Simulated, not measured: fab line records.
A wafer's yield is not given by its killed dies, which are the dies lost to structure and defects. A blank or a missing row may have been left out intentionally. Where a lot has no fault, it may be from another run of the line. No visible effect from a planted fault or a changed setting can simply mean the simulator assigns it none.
Which of the tools did it? / flow n5 finfet / 24 lots with 72 wafers sampled at 5 steps, on a route of 1938 steps

WHAT THE GAUGES SHOWED, per wafer
N5_BEOL_M9_THK_MEAS_53: measures by xrf. Usual: M9_THK gives 139 nm (standard deviation 3.4).
lot=L075; measured=day 9 15:31; on=film metro-02; M9_THK (nm)=139 135 135; flag=
lot=L077; measured=day 10 07:27; on=film metro-02; M9_THK (nm)=133 133 134; flag=
lot=L074; measured=day 10 07:49; on=film metro-01; M9_THK (nm)=136 135 142; flag=
lot=L076; measured=day 10 10:19; on=film metro-01; M9_THK (nm)=133 139 143; flag=
lot=L079; measured=day 10 21:07; on=film metro-01; M9_THK (nm)=136 135 134; flag=
lot=L078; measured=day 10 21:25; on=film metro-01; M9_THK (nm)=138 138 136; flag=
lot=L080; measured=day 11 04:01; on=film metro-01; M9_THK (nm)=141 136 141; flag=
lot=L081; measured=day 11 10:14; on=film metro-01; M9_THK (nm)=138 138 138; flag=
lot=L082; measured=day 11 11:28; on=film metro-01; M9_THK (nm)=136 139 140; flag=
lot=L083; measured=day 11 16:11; on=film metro-01; M9_THK (nm)=140 139 139; flag=
lot=L084; measured=day 12 06:47; on=film metro-02; M9_THK (nm)=138 136 138; flag=
lot=L085; measured=day 12 15:27; on=film metro-02; M9_THK (nm)=141 144 143; flag=
lot=L086; measured=day 12 23:26; on=film metro-01; M9_THK (nm)=144 142 143; flag=
lot=L087; measured=day 13 15:45; on=film metro-01; M9_THK (nm)=133 139 135; flag=
lot=L089; measured=day 13 21:33; on=film metro-01; M9_THK (nm)=139 137 139; flag=
lot=L088; measured=day 13 22:25; on=film metro-01; M9_THK (nm)=140 138 138; flag=
lot=L090; measured=day 14 05:00; on=film metro-02; M9_THK (nm)=135 141 134; flag=
lot=L091; measured=day 14 08:59; on=film metro-01; M9_THK (nm)=142 136 137; flag=
lot=L093; measured=day 14 17:36; on=film metro-01; M9_THK (nm)=144 142 143; flag=
lot=L094; measured=day 14 21:40; on=film metro-01; M9_THK (nm)=137 143 136; flag=
lot=L092; measured=day 14 22:14; on=film metro-02; M9_THK (nm)=141 143 138; flag=
lot=L095; measured=day 15 05:38; on=film metro-02; M9_THK (nm)=145 139 139; flag=
lot=L096; measured=day 15 14:20; on=film metro-02; M9_THK (nm)=143 141 144; flag=
lot=L097; measured=day 15 17:35; on=film metro-02; M9_THK (nm)=137 138 146; flag=

N5_BEOL_M10_OVL_MEAS_29. Usual: V9_OVL gives -0.6 nm (standard deviation 0.79).
lot=L075; measured=day 9 19:57; on=overlay-01; V9_OVL (nm)=-1.1 -0.1 -0.4; flag=
lot=L077; measured=day 10 11:53; on=overlay-02; V9_OVL (nm)=-0.8 -0.9 -0.4; flag=
lot=L074; measured=day 10 11:43; on=overlay-02; V9_OVL (nm)=-0.7 -1.3 -1.0; flag=
lot=L076; measured=day 10 13:31; on=overlay-02; V9_OVL (nm)=-0.8 0.3 -0.3; flag=
lot=L079; measured=day 11 00:25; on=overlay-02; V9_OVL (nm)=0.3 -0.1 -0.6; flag=
lot=L078; measured=day 11 00:43; on=overlay-02; V9_OVL (nm)=-1.2 -0.4 -1.6; flag=
lot=L080; measured=day 11 08:41; on=overlay-01; V9_OVL (nm)=-0.3 -0.6 -0.9; flag=
lot=L081; measured=day 11 14:07; on=overlay-02; V9_OVL (nm)=1.0 -0.1 -0.2; flag=
lot=L082; measured=day 11 14:17; on=overlay-01; V9_OVL (nm)=-0.4 -1.1 -1.0; flag=
lot=L083; measured=day 11 20:08; on=overlay-01; V9_OVL (nm)=-0.8 0.0 0.8; flag=
lot=L084; measured=day 12 12:53; on=overlay-02; V9_OVL (nm)=-0.3 0.7 0.0; flag=
lot=L085; measured=day 12 19:59; on=overlay-02; V9_OVL (nm)=-1.8 -1.0 -1.4; flag=
lot=L086; measured=day 13 02:22; on=overlay-02; V9_OVL (nm)=-2.1 -1.7 -2.1; flag=
lot=L087; measured=day 13 20:52; on=overlay-02; V9_OVL (nm)=-1.0 -0.9 -0.4; flag=
lot=L089; measured=day 14 02:23; on=overlay-02; V9_OVL (nm)=0.2 0.7 -0.7; flag=
lot=L088; measured=day 14 02:32; on=overlay-01; V9_OVL (nm)=-0.5 -0.6 0.1; flag=
lot=L090; measured=day 14 08:49; on=overlay-01; V9_OVL (nm)=-0.3 -1.0 -2.1; flag=
lot=L091; measured=day 14 12:43; on=overlay-02; V9_OVL (nm)=-1.1 1.1 -0.5; flag=
lot=L093; measured=day 14 23:11; on=overlay-02; V9_OVL (nm)=-0.9 -0.8 -0.9; flag=
lot=L094; measured=day 15 01:17; on=overlay-02; V9_OVL (nm)=-0.2 -0.4 0.6; flag=
lot=L092; measured=day 15 02:13; on=overlay-02; V9_OVL (nm)=-1.5 -0.9 -1.0; flag=
lot=L095; measured=day 15 08:37; on=overlay-02; V9_OVL (nm)=-0.1 0.0 0.3; flag=
lot=L096; measured=day 15 17:33; on=overlay-02; V9_OVL (nm)=-0.9 0.3 0.1; flag=
lot=L097; measured=day 15 21:35; on=overlay-02; V9_OVL (nm)=-0.4 -1.0 -1.0; flag=

WHAT TOOL EACH LOT RAN ON (gives the tool, then ch and the chambers of the sampled wafers, and finally the start)
lot=L075; N5_BEOL_M9_CMP_52=cmp-02 ch 1,2,3, day 9 15:13; N5_BEOL_M10_CURE_71=uv cure-02 ch 2, day 9 15:56; N5_BEOL_M10_DESCUM_16=rie diel-05 ch 0,1, day 9 18:09
lot=L077; N5_BEOL_M9_CMP_52=cmp-02 ch 0,1,3, day 10 07:09; N5_BEOL_M10_CURE_71=uv cure-03 ch 1, day 10 07:43; N5_BEOL_M10_DESCUM_16=rie diel-02 ch 0,1,2, day 10 10:17
lot=L074; N5_BEOL_M9_CMP_52=cmp-04 ch 0,3, day 10 07:31; N5_BEOL_M10_CURE_71=uv cure-01 ch 1, day 10 08:11; N5_BEOL_M10_DESCUM_16=rie diel-05 ch 0,3, day 10 10:37
lot=L076; N5_BEOL_M9_CMP_52=cmp-04 ch 1,2,3, day 10 10:01; N5_BEOL_M10_CURE_71=uv cure-01 ch 0, day 10 10:35; N5_BEOL_M10_DESCUM_16=rie diel-02 ch 0,2,3, day 10 12:32
lot=L079; N5_BEOL_M9_CMP_52=cmp-02 ch 1,2,3, day 10 20:54; N5_BEOL_M10_CURE_71=uv cure-02 ch 2, day 10 21:34; N5_BEOL_M10_DESCUM_16=rie diel-02 ch 2,3, day 10 23:08
lot=L078; N5_BEOL_M9_CMP_52=cmp-01 ch 0,1,2, day 10 21:11; N5_BEOL_M10_CURE_71=uv cure-03 ch 2, day 10 21:55; N5_BEOL_M10_DESCUM_16=rie diel-05 ch 0,3, day 10 23:49
lot=L080; N5_BEOL_M9_CMP_52=cmp-02 ch 0,1, day 11 03:44; N5_BEOL_M10_CURE_71=uv cure-02 ch 0, day 11 04:28; N5_BEOL_M10_DESCUM_16=rie diel-02 ch 1,2,3, day 11 06:28
lot=L081; N5_BEOL_M9_CMP_52=cmp-04 ch 0,1,2, day 11 09:59; N5_BEOL_M10_CURE_71=uv cure-02 ch 1, day 11 10:41; N5_BEOL_M10_DESCUM_16=rie diel-02 ch 1,2,3, day 11 12:10
lot=L082; N5_BEOL_M9_CMP_52=cmp-04 ch 0,3, day 11 11:10; N5_BEOL_M10_CURE_71=uv cure-03 ch 1, day 11 11:50; N5_BEOL_M10_DESCUM_16=rie diel-05 ch 0,1,3, day 11 13:11
lot=L083; N5_BEOL_M9_CMP_52=cmp-01 ch 2,3, day 11 15:53; N5_BEOL_M10_CURE_71=uv cure-01 ch 0, day 11 16:39; N5_BEOL_M10_DESCUM_16=rie diel-06 ch 0,1,3, day 11 19:12
lot=L084; N5_BEOL_M9_CMP_52=cmp-01 ch 0,1, day 12 06:30; N5_BEOL_M10_CURE_71=uv cure-03 ch 2, day 12 07:25; N5_BEOL_M10_DESCUM_16=rie diel-05 ch 1,2,3, day 12 09:39
lot=L085; N5_BEOL_M9_CMP_52=cmp-04 ch 0,1,2, day 12 15:09; N5_BEOL_M10_CURE_71=uv cure-01 ch 2, day 12 15:44; N5_BEOL_M10_DESCUM_16=rie diel-06 ch 0,1,3, day 12 17:51
lot=L086; N5_BEOL_M9_CMP_52=cmp-04 ch 0,1,3, day 12 23:08; N5_BEOL_M10_CURE_71=uv cure-02 ch 0, day 12 23:49; N5_BEOL_M10_DESCUM_16=rie diel-06 ch 0,3, day 13 01:24
lot=L087; N5_BEOL_M9_CMP_52=cmp-04 ch 0,1, day 13 15:29; N5_BEOL_M10_CURE_71=uv cure-03 ch 1, day 13 16:02; N5_BEOL_M10_DESCUM_16=rie diel-05 ch 0,1,3, day 13 19:58
lot=L089; N5_BEOL_M9_CMP_52=cmp-04 ch 0,2, day 13 21:17; N5_BEOL_M10_CURE_71=uv cure-03 ch 1, day 13 22:04; N5_BEOL_M10_DESCUM_16=rie diel-02 ch 0,3, day 14 00:02
lot=L088; N5_BEOL_M9_CMP_52=cmp-02 ch 0,1, day 13 22:07; N5_BEOL_M10_CURE_71=uv cure-03 ch 2, day 13 22:46; N5_BEOL_M10_DESCUM_16=rie diel-02 ch 1,2, day 14 00:17
lot=L090; N5_BEOL_M9_CMP_52=cmp-01 ch 0,2,3, day 14 04:47; N5_BEOL_M10_CURE_71=uv cure-02 ch 1, day 14 05:21; N5_BEOL_M10_DESCUM_16=rie diel-02 ch 1,2, day 14 07:57
lot=L091; N5_BEOL_M9_CMP_52=cmp-01 ch 1,2,3, day 14 08:48; N5_BEOL_M10_CURE_71=uv cure-02 ch 2, day 14 09:20; N5_BEOL_M10_DESCUM_16=rie diel-05 ch 1,2, day 14 11:45
lot=L093; N5_BEOL_M9_CMP_52=cmp-04 ch 0,1,2, day 14 17:23; N5_BEOL_M10_CURE_71=uv cure-02 ch 0, day 14 17:53; N5_BEOL_M10_DESCUM_16=rie diel-06 ch 0,1,2, day 14 20:09
lot=L094; N5_BEOL_M9_CMP_52=cmp-04 ch 1,3, day 14 21:24; N5_BEOL_M10_CURE_71=uv cure-01 ch 2, day 14 21:56; N5_BEOL_M10_DESCUM_16=rie diel-02 ch 0,3, day 15 00:20
lot=L092; N5_BEOL_M9_CMP_52=cmp-04 ch 2,3, day 14 21:59; N5_BEOL_M10_CURE_71=uv cure-02 ch 2, day 14 22:55; N5_BEOL_M10_DESCUM_16=rie diel-02 ch 0,1,2, day 15 01:15
lot=L095; N5_BEOL_M9_CMP_52=cmp-02 ch 1,2,3, day 15 05:23; N5_BEOL_M10_CURE_71=uv cure-01 ch 2, day 15 05:55; N5_BEOL_M10_DESCUM_16=rie diel-05 ch 0,1,2, day 15 07:13
lot=L096; N5_BEOL_M9_CMP_52=cmp-01 ch 0,1, day 15 14:02; N5_BEOL_M10_CURE_71=uv cure-02 ch 2, day 15 14:48; N5_BEOL_M10_DESCUM_16=rie diel-05 ch 2,3, day 15 16:35
lot=L097; N5_BEOL_M9_CMP_52=cmp-04 ch 1,2,3, day 15 17:22; N5_BEOL_M10_CURE_71=uv cure-02 ch 1, day 15 17:58; N5_BEOL_M10_DESCUM_16=rie diel-06 ch 0,3, day 15 19:25
- N5_BEOL_M9_CMP_52: polishes, stops on SiCOH lowk, t overpolish 7 s, target thk 140 nm.
- N5_BEOL_M10_CURE_71: cures SiCOH lowk, time 240 s.
- N5_BEOL_M10_DESCUM_16: chemistry O2, time 7.9 s.

AS READ BY THE TOOLS THEMSELVES (means over the sampled wafers that have a number; for cases with no such wafer, the mark the record gives instead)
N5_BEOL_M9_CMP_52. Usual: barrier field endpoint s 28.9 s, standard deviation 0.87; clearing platen down force psi 1.501 psi, standard deviation 0.0035; motor current A 5.9 A, standard deviation 0.46; overpolish run s 6.998 s, standard deviation 0.008; time to endpoint s 66 s, standard deviation 3.6.
lot=L075; tool=cmp-02; barrier field endpoint s (s)=29.3; clearing platen down force psi (psi)=1.501; motor current A (A)=6.3; overpolish run s (s)=7.005; time to endpoint s (s)=67; flag=
lot=L077; tool=cmp-02; barrier field endpoint s (s)=29.3; clearing platen down force psi (psi)=1.500; motor current A (A)=6.2; overpolish run s (s)=7.000; time to endpoint s (s)=69; flag=
lot=L074; tool=cmp-04; barrier field endpoint s (s)=29.1; clearing platen down force psi (psi)=1.499; motor current A (A)=6.0; overpolish run s (s)=7.002; time to endpoint s (s)=69; flag=
lot=L076; tool=cmp-04; barrier field endpoint s (s)=28.6; clearing platen down force psi (psi)=1.503; motor current A (A)=5.6; overpolish run s (s)=6.992; time to endpoint s (s)=62; flag=
lot=L079; tool=cmp-02; barrier field endpoint s (s)=29.2; clearing platen down force psi (psi)=1.504; motor current A (A)=6.1; overpolish run s (s)=7.000; time to endpoint s (s)=65; flag=
lot=L078; tool=cmp-01; barrier field endpoint s (s)=28.8; clearing platen down force psi (psi)=1.502; motor current A (A)=5.7; overpolish run s (s)=6.998; time to endpoint s (s)=69; flag=
lot=L080; tool=cmp-02; barrier field endpoint s (s)=27.9; clearing platen down force psi (psi)=1.498; motor current A (A)=6.0; overpolish run s (s)=7.003; time to endpoint s (s)=61; flag=
lot=L081; tool=cmp-04; barrier field endpoint s (s)=28.1; clearing platen down force psi (psi)=1.499; motor current A (A)=5.9; overpolish run s (s)=7.004; time to endpoint s (s)=64; flag=
lot=L082; tool=cmp-04; barrier field endpoint s (s)=28.2; clearing platen down force psi (psi)=1.502; motor current A (A)=6.1; overpolish run s (s)=6.997; time to endpoint s (s)=65; flag=
lot=L083; tool=cmp-01; barrier field endpoint s (s)=29.4; clearing platen down force psi (psi)=1.498; motor current A (A)=6.3; overpolish run s (s)=6.995; time to endpoint s (s)=70; flag=
lot=L084; tool=cmp-01; barrier field endpoint s (s)=29.7; clearing platen down force psi (psi)=1.501; motor current A (A)=5.4; overpolish run s (s)=7.000; time to endpoint s (s)=66; flag=
lot=L085; tool=cmp-04; barrier field endpoint s (s)=27.7; clearing platen down force psi (psi)=1.497; motor current A (A)=5.9; overpolish run s (s)=6.994; time to endpoint s (s)=63; flag=
lot=L086; tool=cmp-04; barrier field endpoint s (s)=29.9; clearing platen down force psi (psi)=1.500; motor current A (A)=6.1; overpolish run s (s)=7.003; time to endpoint s (s)=69; flag=
lot=L087; tool=cmp-04; barrier field endpoint s (s)=30.1; clearing platen down force psi (psi)=1.499; motor current A (A)=6.2; overpolish run s (s)=7.003; time to endpoint s (s)=65; flag=
lot=L089; tool=cmp-04; barrier field endpoint s (s)=28.0; clearing platen down force psi (psi)=1.500; motor current A (A)=5.7; overpolish run s (s)=6.995; time to endpoint s (s)=62; flag=
lot=L088; tool=cmp-02; barrier field endpoint s (s)=28.9; clearing platen down force psi (psi)=1.502; motor current A (A)=5.9; overpolish run s (s)=7.000; time to endpoint s (s)=65; flag=
lot=L090; tool=cmp-01; barrier field endpoint s (s)=28.8; clearing platen down force psi (psi)=1.502; motor current A (A)=6.1; overpolish run s (s)=6.996; time to endpoint s (s)=68; flag=
lot=L091; tool=cmp-01; barrier field endpoint s (s)=29.1; clearing platen down force psi (psi)=1.496; motor current A (A)=6.2; overpolish run s (s)=6.998; time to endpoint s (s)=69; flag=
lot=L093; tool=cmp-04; barrier field endpoint s (s)=28.2; clearing platen down force psi (psi)=1.504; motor current A (A)=5.8; overpolish run s (s)=7.006; time to endpoint s (s)=64; flag=
lot=L094; tool=cmp-04; barrier field endpoint s (s)=28.8; clearing platen down force psi (psi)=1.501; motor current A (A)=5.8; overpolish run s (s)=6.991; time to endpoint s (s)=65; flag=
lot=L092; tool=cmp-04; barrier field endpoint s (s)=29.5; clearing platen down force psi (psi)=1.500; motor current A (A)=5.7; overpolish run s (s)=7.000; time to endpoint s (s)=67; flag=
lot=L095; tool=cmp-02; barrier field endpoint s (s)=29.2; clearing platen down force psi (psi)=1.501; motor current A (A)=6.1; overpolish run s (s)=7.002; time to endpoint s (s)=66; flag=
lot=L096; tool=cmp-01; barrier field endpoint s (s)=28.4; clearing platen down force psi (psi)=1.504; motor current A (A)=5.6; overpolish run s (s)=7.003; time to endpoint s (s)=66; flag=
lot=L097; tool=cmp-04; barrier field endpoint s (s)=29.2; clearing platen down force psi (psi)=1.501; motor current A (A)=5.9; overpolish run s (s)=7.003; time to endpoint s (s)=65; flag=

N5_BEOL_M10_CURE_71. Usual: lamp power pct 52.31 %, standard deviation 0.052; wafer_temp_C_max 386.6, standard deviation 0.68.
lot=L075; tool=uv cure-02; lamp power pct (%)=52.36; wafer_temp_C_max=386.4; flag=
lot=L077; tool=uv cure-03; lamp power pct (%)=52.28; wafer_temp_C_max=386.9; flag=
lot=L074; tool=uv cure-01; lamp power pct (%)=52.29; wafer_temp_C_max=386.3; flag=
lot=L076; tool=uv cure-01; lamp power pct (%)=52.31; wafer_temp_C_max=387.2; flag=
lot=L079; tool=uv cure-02; lamp power pct (%)=52.34; wafer_temp_C_max=386.1; flag=
lot=L078; tool=uv cure-03; lamp power pct (%)=52.34; wafer_temp_C_max=386.9; flag=
lot=L080; tool=uv cure-02; lamp power pct (%)=52.35; wafer_temp_C_max=386.0; flag=
lot=L081; tool=uv cure-02; lamp power pct (%)=52.34; wafer_temp_C_max=386.1; flag=
lot=L082; tool=uv cure-03; lamp power pct (%)=52.33; wafer_temp_C_max=386.9; flag=
lot=L083; tool=uv cure-01; lamp power pct (%)=52.33; wafer_temp_C_max=387.7; flag=
lot=L084; tool=uv cure-03; lamp power pct (%)=52.30; wafer_temp_C_max=386.8; flag=
lot=L085; tool=uv cure-01; lamp power pct (%)=52.31; wafer_temp_C_max=387.8; flag=
lot=L086; tool=uv cure-02; lamp power pct (%)=52.36; wafer_temp_C_max=386.2; flag=
lot=L087; tool=uv cure-03; lamp power pct (%)=52.29; wafer_temp_C_max=387.0; flag=
lot=L089; tool=uv cure-03; lamp power pct (%)=52.32; wafer_temp_C_max=386.9; flag=
lot=L088; tool=uv cure-03; lamp power pct (%)=52.29; wafer_temp_C_max=387.4; flag=
lot=L090; tool=uv cure-02; lamp power pct (%)=52.35; wafer_temp_C_max=386.1; flag=
lot=L091; tool=uv cure-02; lamp power pct (%)=52.28; wafer_temp_C_max=385.9; flag=
lot=L093; tool=uv cure-02; lamp power pct (%)=52.32; wafer_temp_C_max=385.7; flag=
lot=L094; tool=uv cure-01; lamp power pct (%)=52.27; wafer_temp_C_max=387.3; flag=
lot=L092; tool=uv cure-02; lamp power pct (%)=52.33; wafer_temp_C_max=386.1; flag=
lot=L095; tool=uv cure-01; lamp power pct (%)=52.32; wafer_temp_C_max=387.5; flag=
lot=L096; tool=uv cure-02; lamp power pct (%)=52.26; wafer_temp_C_max=386.4; flag=
lot=L097; tool=uv cure-02; lamp power pct (%)=52.29; wafer_temp_C_max=386.0; flag=

N5_BEOL_M10_DESCUM_16. Usual: chamber pressure mTorr 19.999 mTorr, standard deviation 0.019; drypump motor current A 5.5 A, standard deviation 0.47; oes product au 0.82 a.u., standard deviation 0.074; rf vpp V 243.2 V, standard deviation 1.3; showerhead plenum p Torr 2.11 Torr, standard deviation 0.077; throttle valve pct 20.23 %, standard deviation 0.24.
lot=L075; tool=rie diel-05; chamber pressure mTorr (mTorr)=20.010; drypump motor current A (A)=5.0; oes product au (a.u.)=0.87; rf vpp V (V)=242.1; showerhead plenum p Torr (Torr)=2.04; throttle valve pct (%)=19.92; flag=
lot=L077; tool=rie diel-02; chamber pressure mTorr (mTorr)=19.982; drypump motor current A (A)=5.7; oes product au (a.u.)=0.79; rf vpp V (V)=243.6; showerhead plenum p Torr (Torr)=2.14; throttle valve pct (%)=20.26; flag=
lot=L074; tool=rie diel-05; chamber pressure mTorr (mTorr)=19.987; drypump motor current A (A)=5.4; oes product au (a.u.)=0.90; rf vpp V (V)=241.7; showerhead plenum p Torr (Torr)=2.05; throttle valve pct (%)=20.13; flag=
lot=L076; tool=rie diel-02; chamber pressure mTorr (mTorr)=19.968; drypump motor current A (A)=5.6; oes product au (a.u.)=0.82; rf vpp V (V)=243.5; showerhead plenum p Torr (Torr)=2.12; throttle valve pct (%)=20.14; flag=
lot=L079; tool=rie diel-02; chamber pressure mTorr (mTorr)=19.993; drypump motor current A (A)=5.7; oes product au (a.u.)=0.80; rf vpp V (V)=243.9; showerhead plenum p Torr (Torr)=2.14; throttle valve pct (%)=20.15; flag=
lot=L078; tool=rie diel-05; chamber pressure mTorr (mTorr)=20.004; drypump motor current A (A)=5.3; oes product au (a.u.)=0.84; rf vpp V (V)=242.0; showerhead plenum p Torr (Torr)=2.03; throttle valve pct (%)=20.16; flag=
lot=L080; tool=rie diel-02; chamber pressure mTorr (mTorr)=20.001; drypump motor current A (A)=5.7; oes product au (a.u.)=0.77; rf vpp V (V)=243.9; showerhead plenum p Torr (Torr)=2.16; throttle valve pct (%)=20.28; flag=
lot=L081; tool=rie diel-02; chamber pressure mTorr (mTorr)=19.997; drypump motor current A (A)=5.7; oes product au (a.u.)=0.77; rf vpp V (V)=243.6; showerhead plenum p Torr (Torr)=2.16; throttle valve pct (%)=20.29; flag=
lot=L082; tool=rie diel-05; chamber pressure mTorr (mTorr)=19.988; drypump motor current A (A)=5.1; oes product au (a.u.)=0.85; rf vpp V (V)=242.7; showerhead plenum p Torr (Torr)=2.04; throttle valve pct (%)=20.05; flag=
lot=L083; tool=rie diel-06; chamber pressure mTorr (mTorr)=20.004; drypump motor current A (A)=5.6; oes product au (a.u.)=0.83; rf vpp V (V)=244.7; showerhead plenum p Torr (Torr)=2.15; throttle valve pct (%)=20.35; flag=
lot=L084; tool=rie diel-05; chamber pressure mTorr (mTorr)=20.005; drypump motor current A (A)=5.3; oes product au (a.u.)=0.82; rf vpp V (V)=242.7; showerhead plenum p Torr (Torr)=2.06; throttle valve pct (%)=20.11; flag=
lot=L085; tool=rie diel-06; chamber pressure mTorr (mTorr)=19.983; drypump motor current A (A)=5.6; oes product au (a.u.)=0.82; rf vpp V (V)=243.1; showerhead plenum p Torr (Torr)=2.15; throttle valve pct (%)=20.36; flag=
lot=L086; tool=rie diel-06; chamber pressure mTorr (mTorr)=20.016; drypump motor current A (A)=6.1; oes product au (a.u.)=0.74; rf vpp V (V)=244.9; showerhead plenum p Torr (Torr)=2.18; throttle valve pct (%)=20.64; flag=
lot=L087; tool=rie diel-05; chamber pressure mTorr (mTorr)=20.010; drypump motor current A (A)=5.2; oes product au (a.u.)=0.83; rf vpp V (V)=242.3; showerhead plenum p Torr (Torr)=2.04; throttle valve pct (%)=20.08; flag=
lot=L089; tool=rie diel-02; chamber pressure mTorr (mTorr)=20.009; drypump motor current A (A)=5.8; oes product au (a.u.)=0.76; rf vpp V (V)=242.5; showerhead plenum p Torr (Torr)=2.06; throttle valve pct (%)=20.19; flag=
lot=L088; tool=rie diel-02; chamber pressure mTorr (mTorr)=19.997; drypump motor current A (A)=5.5; oes product au (a.u.)=0.86; rf vpp V (V)=244.1; showerhead plenum p Torr (Torr)=2.20; throttle valve pct (%)=20.22; flag=
lot=L090; tool=rie diel-02; chamber pressure mTorr (mTorr)=19.979; drypump motor current A (A)=5.8; oes product au (a.u.)=0.88; rf vpp V (V)=243.8; showerhead plenum p Torr (Torr)=2.17; throttle valve pct (%)=20.26; flag=
lot=L091; tool=rie diel-05; chamber pressure mTorr (mTorr)=19.999; drypump motor current A (A)=5.4; oes product au (a.u.)=0.77; rf vpp V (V)=242.7; showerhead plenum p Torr (Torr)=2.07; throttle valve pct (%)=20.23; flag=
lot=L093; tool=rie diel-06; chamber pressure mTorr (mTorr)=19.996; drypump motor current A (A)=5.5; oes product au (a.u.)=0.88; rf vpp V (V)=243.8; showerhead plenum p Torr (Torr)=2.16; throttle valve pct (%)=20.37; flag=
lot=L094; tool=rie diel-02; chamber pressure mTorr (mTorr)=20.014; drypump motor current A (A)=5.8; oes product au (a.u.)=0.75; rf vpp V (V)=242.8; showerhead plenum p Torr (Torr)=2.06; throttle valve pct (%)=20.19; flag=
lot=L092; tool=rie diel-02; chamber pressure mTorr (mTorr)=20.004; drypump motor current A (A)=5.7; oes product au (a.u.)=0.82; rf vpp V (V)=244.1; showerhead plenum p Torr (Torr)=2.13; throttle valve pct (%)=20.23; flag=
lot=L095; tool=rie diel-05; chamber pressure mTorr (mTorr)=19.993; drypump motor current A (A)=5.2; oes product au (a.u.)=0.76; rf vpp V (V)=242.1; showerhead plenum p Torr (Torr)=2.04; throttle valve pct (%)=20.16; flag=
lot=L096; tool=rie diel-05; chamber pressure mTorr (mTorr)=19.991; drypump motor current A (A)=5.5; oes product au (a.u.)=0.77; rf vpp V (V)=243.2; showerhead plenum p Torr (Torr)=2.07; throttle valve pct (%)=20.33; flag=
lot=L097; tool=rie diel-06; chamber pressure mTorr (mTorr)=19.999; drypump motor current A (A)=6.1; oes product au (a.u.)=0.92; rf vpp V (V)=244.8; showerhead plenum p Torr (Torr)=2.18; throttle valve pct (%)=20.40; flag=

THE ANSWER, worked out from the rows above alone
Rule: a lot is off if the mean of its wafers that have a number lies more than 3 standard deviations from the usual mean. A lot without any number at a reading at which 4 lots or more have one is off too. Any other lot the step has rows for is counted as sound. First the gauges in route order, then the tools' own readings, where a lot's mean is used as printed above. The first step at which some lot is off is used, and at that step the reading that is off furthest; a lot without a number counts as furthest.
Across all readings shown, no lot is off: no conclusion can be drawn from this.

WHAT THE SIMULATOR HAD INSERTED
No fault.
